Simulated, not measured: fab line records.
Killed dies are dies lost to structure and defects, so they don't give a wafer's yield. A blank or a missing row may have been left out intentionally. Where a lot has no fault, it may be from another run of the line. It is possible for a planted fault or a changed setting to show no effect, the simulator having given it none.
Comparing a struck lot with a sound one ; flow n5_finfet ; 37 out of 1938 route steps
Sound: the wafers L702.1, L702.4, L702.5. The struck wafers were L688.1, L688.2, L688.6. The cause is named last.
Each step with rows lists, per side, the tool, then ch with its chambers, then its first start. Under that, the readings that differ: sound wafers ; struck wafers ; difference of the means ; sigmas: that difference in standard deviations of wafers without a fault.
alike: readings with means less than 2 such deviations apart, plus words and numbers identical on both sides. not compared: withheld readings, readings lacking a value on some wafer, bounds such as >300 that could conceal the same value, and numbers that have no deviation in the record and whose values overlap.
A row with sigmas, a row that says differs or no value, or rows on one side alone: a step with any of these is where the two part. Non-overlapping numbers with no deviation appear without sigmas and do not part them. Lack of a reading on every wafer of one side parts them only where that side has two or more wafers.

first, 9 steps without rows for these wafers: N5_BEOL_M4_ANNEAL_95 (time 240 s); N5_BEOL_M4_SPUTTER_96 (material Cu, target thk 4.5 nm, time 8.29 s); N5_BEOL_M4_ECD_50 (material Cu, target thk 300 nm); N5_BEOL_M4_ANNEAL_51 (time 90 s); N5_BEOL_M4_CMP_52 (polishes, stops on SiOC, t overpolish 6.8 s, target thk 40 nm); N5_BEOL_M4_PRE_CLEAN_60 (time 15 s); N5_BEOL_M4_CO_CAP_55 (material Co, precursor CCTBA/H2, target thk 2 nm, time 102.1 s); N5_BEOL_M4_PRE_CLEAN_56 (time 15 s); N5_BEOL_M4_DEP_57 (deposits SiCN from 3MS/NH3, target thk 8 nm, time 14 s).
N5_BEOL_M4_RC_MEAS_101:
  sound on prober-02 ch 0, day 13 10:16; struck on prober-01 ch 0, day 10 09:34
  alike: DIBL_N, DIBL_P, IOFF_N, IOFF_P, ION_N, ION_P, SS_N, SS_P, VT_N, VT_P
then, 24 steps without rows for these wafers: N5_BEOL_M5_ILD_DEP_00 (deposits SiCOH lowk from DEMS/porogen, target thk 140.64 nm, time 25.9 s); N5_BEOL_M5_CURE_79 (cures SiCOH lowk, time 240 s); N5_BEOL_M5_PECVD_70 (deposits SiO2 from TEOS/O2, target thk 16 nm, time 18 s); N5_BEOL_M5_HM_DEP_02 (deposits TiN, target thk 20 nm); N5_BEOL_M5_COAT_59 (time 60 s, resist thk 60 nm); N5_BEOL_M5_COAT_60 (time 60 s, resist thk 12 nm); N5_BEOL_M5_COAT_71 (time 60 s, resist thk 5 nm); N5_BEOL_M5_COAT_05 (resist thk 30 nm); N5_BEOL_M5_EBR_07; N5_BEOL_M5_SOFTBAKE_06 (time 60 s); N5_BEOL_M5_EXPOSE_08 (exposes mask M5, target cd 28 nm); N5_BEOL_M5_PEB_09 (peb time 60 s); N5_BEOL_M5_DEVELOP_10 (develop time 30 s); N5_BEOL_M5_DESCUM_16 (chemistry O2, time 7 s); N5_BEOL_M5_ETCH_72 (etches underlayer in N2/H2, target depth 6.5 nm, time 5.2 s); N5_BEOL_M5_ETCH_61 (etches SiARC in CF4, target depth 15.6 nm, time 26 s); N5_BEOL_M5_ETCH_62 (etches SOC in N2/H2, target depth 75 nm, overetch 15 nm, time 112.5 s); N5_BEOL_M5_STRIP_63 (strips in N2/H2); N5_BEOL_M5_STRIP_73 (strips in N2/H2); N5_BEOL_M5_STRIP_64 (strips in CF4); N5_BEOL_M5_HM_OPEN_17 (chemistry Cl2/BCl3, target TiN, target depth 20 nm, overetch 6 nm); N5_BEOL_M5_STRIP_19 (strips in O2); N5_BEOL_M5_COAT_65 (time 60 s, resist thk 60 nm); N5_BEOL_M5_COAT_66 (time 60 s, resist thk 12 nm).
-- record jumps: 3 days separate the struck wafers' starts on either side; left off in module BEOL_M5, taken up again in module BEOL_M12, whose first shown step is the route's number 1643 --
N5_BEOL_M12_ETCH_38: etches SiCN in CF4/N2, target depth 68.7 nm, time 73.4 s.
  sound on rie_diel-03 ch 0,2,3, day 16 01:00; struck on rie_diel-03 ch 0,2,3, day 13 04:29
  no value came back on the struck wafers for any of 7 readings (bias_w (W), cf4_flow_sccm (sccm) and others); on the sound wafers bias_w (W) reads 70.20 69.79 69.95
reading;sound;struck;difference;sigmas
model.SiOC_of_BEOL_M12_ILD_DEP_00.thk_nm (nm);603.4 618.6 611.6;659.2 650.8 669.4;+48.6;
  not compared: rf_hours_counter_h
N5_BEOL_M12_CMP_49: polishes, stops on SiOC, t overpolish 20.6 s, target thk 320 nm.
  sound on cmp-01 ch 0,1,2, day 16 02:08; struck on cmp-04 ch 1,3, day 13 06:03
reading;sound;struck;difference;sigmas
model.SiOC_of_BEOL_M12_ILD_DEP_00.thk_nm (nm);593.4 608.6 601.6;649.2 640.8 659.4;+48.6;
  alike: head_pressure_psi, motor_current_A, platen_rpm, retaining_ring_pressure_frac
N5_PASSIVATION_PROBE_49:
  only the struck wafers here have rows in the record (prober-01, day 14 22:46); the sound ones have none

## WHERE THEY PART
Earliest at N5_BEOL_M12_ETCH_38; latest, in this record, at N5_PASSIVATION_PROBE_49.

WHY: what the simulator had put in
Step skipped in full: rie_diel-03, at N5_BEOL_M12_ETCH_38, from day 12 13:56 onward. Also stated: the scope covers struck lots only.
